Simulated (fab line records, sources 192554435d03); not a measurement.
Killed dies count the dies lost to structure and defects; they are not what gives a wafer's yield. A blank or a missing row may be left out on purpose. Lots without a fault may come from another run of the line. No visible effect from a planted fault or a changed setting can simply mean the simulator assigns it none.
A struck lot beside a sound one / flow n5Finfet / 17 out of 1938 route steps
Sound: wafers L267.1, L267.2, L267.3. Wafers L256.4, L256.5, L256.6 were the ones struck. Last of all comes the cause.
Per side, at each step with rows, come the tool, then ch with its chambers, and then its first start. Under that, the readings that differ: sound wafers / struck wafers / difference of the means / sigmas: that difference in standard deviations of wafers without a fault.
alike: a reading whose means differ by less than 2 such deviations, as well as words and numbers matching on both sides. not compared: withheld readings; readings where some wafer has no value; bounds like >300 that might hide an equal value; numbers whose values overlap and for which the record gives no deviation.
Wherever a step has rows on one side only, a row that says differs or no value, or a row with sigmas, the two part there. Numbers that have no deviation but don't overlap get no sigmas and don't part them. A reading missing from all wafers of one side parts the sides only when that side holds two or more wafers.

first, 10 steps without rows for these wafers: N5_FIN_SAQP_ETCH_69 (etches SOC in N2/H2, stops on SiNx, target depth 150 nm); N5_FIN_SAQP_ETCH_67 (etches SiNx in CH3F/O2, target depth 30 nm); N5_FIN_SAQP_STRIP_70 (strips in N2/H2); N5_FIN_SAQP_RECESS_71 (chemistry HF/NH3, target SiO2, target depth 3 nm, afs cycles 1, sublimation time 60 s); N5_FIN_SAQP_SPACER2_ALD_28 (deposits SiO2, target thk 8.1 nm, pulse time 1 s, purge time 2 s); N5_FIN_SAQP_SPACER2_ETCHBACK_29 (etches SiO2 in CHF3/O2, target depth 12.2 nm, time 6.1 s); N5_FIN_SAQP_MANDREL2_REMOVE_60 (chemistry HBr/Cl2/O2, target a-Si, stops on SiNx, bt time 10 s); N5_FIN_SAQP_HM_OPEN_33 (chemistry CH3F/O2, target SiNx, target depth 49.4 nm, time 70.6 s); N5_FIN_SAQP_ETCH_34 (etches SiO2 in C4F6/O2, target depth 45 nm, time 15 s); N5_FIN_SAQP_STRIP_77 (strips in N2/H2, time 90 s).
N5_FIN_SAQP_ETCH_64: etches SiO2 in CF4, target depth 1.5 nm.
  sound on rieSi-06 ch 0,2,3, day 7 17:10; struck on rieSi-01 ch 0,1, day 4 20:12
  no value came back on the struck wafers for any of 7 readings (biasW (W), cf4FlowSccm (sccm) and others); on the sound wafers biasW (W) reads 400.9 400.0 399.4
reading=model.SiNx_of_FIN_SAQP_HM_DEP_03.thkNm (nm); sound=32 32.2 31.6; struck=34.4 34.4 34.4; difference=+2.5; sigmas=
then, 2 steps without rows for these wafers: N5_FIN_SAQP_FIN_ETCH_36 (etches the open film in HBr/Cl2/O2, target depth 120 nm, time 50.4 s); N5_FIN_SAQP_PRECLEAN_38 (cleans in O3/DIW, time 45 s).
N5_FIN_SAQP_PRECLEAN_45: cleans in dHF, time 10 s.
  sound on wetBench-05 ch 0,4,6, day 7 17:22; struck on wetBench-05 ch 0,3,7, day 4 20:23
reading=model.SiNx_of_FIN_SAQP_HM_DEP_03.thkNm (nm); sound=20.4 20.6 20.2; struck=22.8 23 22.8; difference=+2.5; sigmas=
  alike: tempC
then, 1 step without rows for these wafers: N5_FIN_SAQP_SRD_39 (time 30 s).
N5_BEOL_M4_RC_MEAS_101:
  the record has rows for the sound wafers here (prober-02 ch 0, day 14 17:02) and none for the struck ones
-- here the record skips 11 days between the struck wafers' starts before and after, leaving off in module BEOL_M4 and picking up in module PASSIVATION (first step shown: number 1936 of the route) --
N5_PASSIVATION_PROBE_49:
  sound: prober-01 at day 19 14:46; struck: prober-02 at day 15 20:44
reading=defectLimitedYield (%); sound=89.7 89.7 91.1; struck=0 0 0; difference=-90; sigmas=-64
reading=killedAtFrontEnd; sound=49 32 39; struck=1120 1106 1114; difference=+1073; sigmas=+98
reading=killedDies; sound=121 121 105; struck=1180 1180 1180; difference=+1064; sigmas=+67
reading=killedOnRim; sound=15 15 9; struck=152 152 152; difference=+139; sigmas=+36
reading=sort_bin_5_function (%); sound=6.9 6.1 5.3; struck=96.4 96.3 97.1; difference=+90.5; sigmas=+99 or more
reading=sortNPass; sound=1059 1059 1075; struck=0 0 0; difference=-1064; sigmas=-67
reading=sortYieldPct (%); sound=89.7 89.7 91.1; struck=0 0 0; difference=-90; sigmas=-64
  alike: killed_at_M0_to_M3, killed_at_M4_up, killedAtContacts, killedAtOther, killedOpen, killedShort, sort_bin_6_memory

## WHERE THEY PART
First at N5_FIN_SAQP_ETCH_64; last, within this record, at N5_PASSIVATION_PROBE_49.

WHY: what the simulator had put in
Whole step skipped at N5_FIN_SAQP_ETCH_64 on rieSi-01, starting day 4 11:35. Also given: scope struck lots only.
